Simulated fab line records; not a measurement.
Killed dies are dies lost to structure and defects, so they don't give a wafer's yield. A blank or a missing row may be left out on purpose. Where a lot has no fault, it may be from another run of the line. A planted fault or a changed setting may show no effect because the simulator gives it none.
fab line records ; flow nand-harc ; part 2 of 2: steps 25 to 40 of 40
record: lots: 5; wafers: 15; last-day: 33
route steps=1302 shown P_STI@76 P_GATE@110
lots that met no fault: from a run of the same line without faults
start-h: hours from the record's first day to the start of the lot's first wafer shown ; wait-h: hours elapsed since this lot's preceding step ; " identical to the entry in the row above ; L1.1+2: a row that stands for several wafers ; - no value present, or no start provided ; * or withheld: withheld ; < > ~ a bound
route shown NAME@n: names a module that has steps shown in the file, with the first one's number in the route ; usual: mean/standard deviation of fault-free wafers ; same: alike in all rows ; chamber/n: place in a boat ; sites: readings site by site ; _std_site: their standard deviation ; _edge_site: mean of outer sites minus mean of inner sites ; radius-mm: for every site, how far away it sits from the centre of the wafer ; mask NAME#n: copy n ; behind: the most recent tool/chamber to have shaped the wafer ; hold: why the lot was held/for how many hours/how that ended ; device: the transistor (n, p or np) that didn't switch ; end of line: the route-end tests of the same wafers ; a step without rows: its recipe alone ; killed: dies lost to structure and defects at the first sort, not the wafer's yield ; map: per-die view of a wafer (x killed, . not killed, _ where there is no die)
set.NAME: the run value of the setting; set.NAME@STEP: its run value at that earlier step ; model.NAME: the simulator's own value behind a step, which no gauge read
lots at selected steps of the route; one table per step, one row per wafer
services: when a tool's chamber went out of use (start-h, in hours from the record's first day, below 0 if earlier), for how many hours, and the reason
== steps ==
step: NHARC_P_STI_CMP_21
recipe: t-overpolish-s: 20; target-thk-nm: 380.67
usual: motor-current-A: 12.0/1.1; overpolish-run-s: 19.999/0.0089; pad-life-wafers: 207/110
lot.wafer;tool;chamber;start-h;wait-h;motor-current-A;overpolish-run-s;pad-life-wafers
L075.3;cmp-03;1;75.92;0.4;11.8;19.990;307
L075.4;cmp-03;2;75.92;0.4;11.2;20.021;308
L075.6;cmp-03;1;75.92;0.4;11.4;20.000;-
L080.1;cmp-02;0;122.94;0.4;12.0;20.000;312
L080.2;cmp-02;1;122.94;0.4;12.5;20.011;313
L080.5;cmp-02;1;122.94;0.4;12.1;19.988;-
L094.2;cmp-04;1;261.51;0.4;10.4;20.008;192
L094.4;cmp-04;2;261.51;0.4;11.2;19.974;193
L094.1;cmp-04;0;261.51;0.4;12.6;19.991;195
L095.3;cmp-04;2;272.81;0.4;11.5;20.003;241
L095.1;cmp-04;0;272.81;0.4;12.0;20.000;243
L095.5;cmp-04;2;272.81;0.4;11.1;20.018;-
L096.4;cmp-04;1;285.27;0.4;10.6;19.996;312
L096.3;cmp-04;0;285.27;0.4;12.3;20.004;315
L096.6;cmp-04;2;285.27;0.4;10.6;19.989;-
step: NHARC_P_STI_SRD_35
lot.wafer;tool;chamber;start-h;wait-h
L075.6+4+3;wet-bench-03;7,2,3;76.20;0.0
L080.5+2+1;wet-bench-02;5,6,7;123.24;0.0
L094.2+1+4;wet-bench-03;7,1,2;261.81;0.0
L095.3+1+5;wet-bench-03;0,4,5;273.09;0.0
L096.6+4+3;wet-bench-02;7,0,2;285.58;0.0
step: NHARC_P_STI_ETCH_36
recipe: target-depth-a: 388; chemistry: dHF; material: SiO2
lot.wafer;tool;chamber;start-h;wait-h
L075.6+4+3;wet-bench-03;7,2,3;76.22;0.0
L080.5+2+1;wet-bench-02;5,6,7;123.27;0.0
L094.2+1+4;wet-bench-03;7,1,2;261.84;0.0
L095.3+1+5;wet-bench-03;0,4,5;273.11;0.0
L096.6+4+3;wet-bench-02;7,0,2;285.60;0.0
step: NHARC_P_STI_STRIP_24
recipe: temp-c: 160; chemistry: H3PO4; material: Si3N4
lot.wafer;tool;chamber;start-h;wait-h
L075.6+4+3;wet-bench-03;7,2,3;76.23;0.0
L080.5+2+1;wet-bench-02;5,6,7;123.28;0.0
L094.2+1+4;wet-bench-03;7,1,2;261.85;0.0
L095.3+1+5;wet-bench-03;0,4,5;273.12;0.0
L096.6+4+3;wet-bench-02;7,0,2;285.62;0.0
step: NHARC_P_STI_ETCH_37
recipe: target-depth-a: 110; chemistry: dHF; material: SiO2
lot.wafer;tool;chamber;start-h;wait-h
L075.6+4+3;wet-bench-03;7,2,3;-;-
L080.5+2+1;wet-bench-02;5,6,7;-;-
L094.2+1+4;wet-bench-03;7,1,2;-;-
L095.3+1+5;wet-bench-03;0,4,5;-;-
L096.6+4+3;wet-bench-02;7,0,2;-;-
step: NHARC_P_STI_PRECLEAN_38
recipe: time-s: *; temp-c: 50; bath-age-min: 0; chemistry: SC1
lot.wafer;tool;chamber;start-h;wait-h
L075.6+4+3;wet-bench-03;7,2,3;-;-
L080.5+2+1;wet-bench-02;5,6,7;-;-
L094.2+1+4;wet-bench-03;7,1,2;-;-
L095.3+1+5;wet-bench-03;0,4,5;-;-
L096.6+4+3;wet-bench-02;7,0,2;-;-
step: NHARC_P_STI_SRD_39
lot.wafer;tool;chamber;start-h;wait-h
L075.6+4+3;wet-bench-03;7,2,3;-;-
L080.5+2+1;wet-bench-02;5,6,7;-;-
L094.2+1+4;wet-bench-03;7,1,2;-;-
L095.3+1+5;wet-bench-03;0,4,5;-;-
L096.6+4+3;wet-bench-02;7,0,2;-;-
step: NHARC_P_STI_OXIDE_40
recipe: target-thk-a: 100; temp-c: 900; ox-time-s: 1362; material: SiO2
lot.wafer;tool;chamber;start-h;wait-h
L075.3+4+6;furnace-01;0;81.77;-
L080.1+2+5;furnace-06;0;127.35;-
L094.1+2+4;furnace-01;0;265.20;-
L095.1+3+5;furnace-03;0;276.68;-
L096.3+4+6;furnace-06;0;291.54;-
step: NHARC_P_STI_INSPECT_25
usual: raw-defect-count: 205/73
lot.wafer;tool;chamber;start-h;wait-h;raw-defect-count
L075.3;defect-inspect-01;-;85.87;0.4;271
L075.4;defect-inspect-01;-;85.87;0.4;144
L075.6;defect-inspect-01;-;85.87;0.4;331
L080.1;defect-inspect-01;-;131.45;0.4;159
L080.2;defect-inspect-01;-;131.45;0.4;135
L080.5;defect-inspect-01;-;131.45;0.4;207
L094.1;defect-inspect-01;-;269.19;0.4;150
L094.2;defect-inspect-01;-;269.19;0.4;166
L094.4;defect-inspect-01;-;269.19;0.4;267
L095.1;defect-inspect-02;-;280.73;0.4;133
L095.3;defect-inspect-02;-;280.73;0.4;179
L095.5;defect-inspect-02;-;280.73;0.4;197
L096.3;defect-inspect-01;-;295.54;0.4;190
L096.4;defect-inspect-01;-;295.54;0.4;166
L096.6;defect-inspect-01;-;295.54;0.4;203
step: NHARC_P_GATE_ETCH_69
recipe: target-depth-a: 140; chemistry: dHF; material: SiO2
lot.wafer;tool;chamber;start-h;wait-h
L075.4+6+3;wet-bench-07;5,6,2;85.92;0.0
L080.2+5+1;wet-bench-04;3,5,7;131.50;0.0
L094.2+1+4;wet-bench-04;5,7,1;269.24;0.1
L095.1+3+5;wet-bench-04;5,6,0;280.81;0.1
L096.6+3+4;wet-bench-07;5,6,0;295.61;0.1
step: NHARC_P_GATE_PRECLEAN_70
recipe: time-s: *; temp-c: 50; bath-age-min: 0; chemistry: SC1
lot.wafer;tool;chamber;start-h;wait-h
L075.4+6+3;wet-bench-07;5,6,2;86.01;0.1
L080.2+5+1;wet-bench-04;3,5,7;131.60;0.1
L094.2+1+4;wet-bench-04;5,7,1;269.33;0.1
L095.1+3+5;wet-bench-04;5,6,0;280.89;0.1
L096.6+3+4;wet-bench-07;5,6,0;295.69;0.1
step: NHARC_P_GATE_SRD_01
lot.wafer;tool;chamber;start-h;wait-h
L075.4+6+3;wet-bench-07;5,6,2;-;-
L080.2+5+1;wet-bench-04;3,5,7;-;-
L094.2+1+4;wet-bench-04;5,7,1;-;-
L095.1+3+5;wet-bench-04;5,6,0;-;-
L096.6+3+4;wet-bench-07;5,6,0;-;-
step: NHARC_P_GATE_OXIDE_02
recipe: target-thk-a: 375; temp-c: 950; p-h2o-torr: 720; ox-time-s: 365; material: SiO2
lot.wafer;tool;chamber;start-h;wait-h
L075.3+4+6;furnace-07;0;89.23;-
L080.1+2+5;furnace-07;0;134.95;-
L094.1+2+4;furnace-02;0;272.68;-
L095.1+3+5;furnace-05;0;284.46;-
L096.3+4+6;furnace-07;0;300.82;-
step: NHARC_P_GATE_DEHYDRATE_03
recipe: temp-c: 150; time-s: 120
usual: exhaust-pa: 44.8/0.92; heater-power-total-W: 182.5/1.2
lot.wafer;tool;chamber;start-h;wait-h;exhaust-pa;heater-power-total-W
L075.3;litho-track-07;0;93.82;0.4;44.2;182.1
L075.4;litho-track-07;0;93.82;0.4;44.1;184.7
L075.6;litho-track-07;0;93.82;0.4;43.7;183.9
L080.1;litho-track-02;0;139.58;0.4;44.1;181.4
L080.2;litho-track-02;0;139.58;0.4;44.0;180.4
L080.5;litho-track-02;0;139.58;0.4;45.6;181.8
L094.1;litho-track-02;0;277.24;0.4;44.2;184.3
L094.2;litho-track-02;0;277.24;0.4;43.7;182.6
L094.4;litho-track-02;0;277.24;0.4;43.2;181.7
L095.1;litho-track-07;0;289.00;0.4;45.9;181.5
L095.3;litho-track-07;0;289.00;0.4;46.1;182.0
L095.5;litho-track-07;0;289.00;0.4;45.0;183.4
L096.3;litho-track-07;0;305.46;0.4;44.9;183.6
L096.4;litho-track-07;0;305.46;0.4;44.2;182.8
L096.6;litho-track-07;0;305.46;0.4;44.1;184.1
step: NHARC_P_GATE_HMDS_04
recipe: time-s: 30
usual: exhaust-pa: 44.9/0.98
lot.wafer;tool;chamber;start-h;wait-h;exhaust-pa
L075.3;litho-track-07;0;-;-;45.6
L075.4;litho-track-07;0;-;-;46.0
L075.6;litho-track-07;0;-;-;46.4
L080.1;litho-track-02;0;-;-;44.3
L080.2;litho-track-02;0;-;-;43.2
L080.5;litho-track-02;0;-;-;43.7
L094.1;litho-track-02;0;-;-;46.4
L094.2;litho-track-02;0;-;-;45.7
L094.4;litho-track-02;0;-;-;45.3
L095.1;litho-track-07;0;-;-;43.9
L095.3;litho-track-07;0;-;-;44.0
L095.5;litho-track-07;0;-;-;43.8
L096.3;litho-track-07;0;-;-;45.8
L096.4;litho-track-07;0;-;-;44.4
L096.6;litho-track-07;0;-;-;45.1
step: NHARC_P_GATE_COAT_05
recipe: spin-rpm: 4690
usual: exhaust-pa: 45.0/1
lot.wafer;tool;chamber;start-h;wait-h;exhaust-pa
L075.3;litho-track-07;0;-;-;44.8
L075.4;litho-track-07;0;-;-;44.9
L075.6;litho-track-07;0;-;-;43.6
L080.1;litho-track-02;0;-;-;45.8
L080.2;litho-track-02;0;-;-;45.4
L080.5;litho-track-02;0;-;-;45.3
L094.1;litho-track-02;0;-;-;46.0
L094.2;litho-track-02;0;-;-;45.7
L094.4;litho-track-02;0;-;-;46.6
L095.1;litho-track-07;0;-;-;43.9
L095.3;litho-track-07;0;-;-;45.2
L095.5;litho-track-07;0;-;-;43.7
L096.3;litho-track-07;0;-;-;46.1
L096.4;litho-track-07;0;-;-;46.8
L096.6;litho-track-07;0;-;-;46.6
== services ==
tool;chamber;start-h;hours;kind
wet-bench-03;-;34.40;8.0;pm
wet-bench-04;-;51.20;8.0;pm
litho-track-02;-;52.00;7.0;pm
rie-diel-10;-;65.50;9.0;pm
wet-bench-02;-;68.00;8.0;pm
litho-track-07;-;76.00;7.0;pm
wet-bench-04;-;84.39;12.5;repair
litho-track-03;-;100.00;7.0;pm
rie-diel-10;0;111.72;4.1;repair
rie-diel-10;2;118.51;4.3;repair
litho-track-05;-;124.00;7.0;pm
wet-bench-03;-;127.59;4.3;repair
wet-bench-02;-;145.54;0.7;repair
wet-bench-07;-;160.00;8.0;pm
wet-bench-03;-;210.40;8.0;pm
litho-track-02;-;227.00;7.0;pm
wet-bench-04;-;227.20;8.0;pm
rie-diel-10;-;242.50;9.0;pm
wet-bench-02;-;244.00;8.0;pm
litho-track-07;-;251.00;7.0;pm
rie-diel-10;-;262.75;0.5;repair
litho-track-03;-;275.00;7.0;pm
wet-bench-02;-;294.72;2.0;repair
litho-track-05;-;299.00;7.0;pm
